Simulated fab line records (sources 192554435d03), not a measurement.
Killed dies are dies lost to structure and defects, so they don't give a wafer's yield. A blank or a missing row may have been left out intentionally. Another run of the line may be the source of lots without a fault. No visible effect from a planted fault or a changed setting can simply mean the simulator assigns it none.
Matching of chambers	flow n5Finfet	4 sister chambers for N5_BEOL_M15_VIA_ETCH_16 on rieDiel-03
The step etches SiO2 in C4F8/O2/Ar, target depth 1792.2 nm. 4 wafers are shown with their chamber, then 8 later ones without.

== WAFERS PAIRED WITH THEIR CHAMBERS ==
wafer	chamber	rfVppV (V)
L088.3	0	2257
L093.1	3	2191
L093.6	1	2208
L094.1	2	2216

== WAFERS MISSING THEIR CHAMBER ==
wafer	rfVppV (V)
L094.2	2191
L094.3	2255
L095.2	2208
L095.3	2214
L095.6	2216
L096.1	2188
L096.3	2214
L096.5	2188

== EACH ONE'S CHAMBER ==
wafer	from the rows above	in truth
L094.2	3	3
L094.3	0	0
L095.2	1	1
L095.3	2	2
L095.6	2	2
L096.1	3	3
L096.3	2	2
L096.5	3	3
8 of 8 placed correctly. Left unplaced by these rows: 0. Placed wrongly: 0.
How it was worked out, from the rows above alone: a wafer's distance from a chamber is the root of the sum, over the readings, of the square of ((its reading less the chamber's mean) divided by the reading's scatter). The wafer belongs to the nearest chamber; if the next one is less than 2 further off, it can't be placed. For every chamber, the mean is computed from those of its wafers that are shown. The scatter (one wafer shown for each chamber): square how far every hidden wafer sits from the nearest shown wafer, average those squares and take the square root.
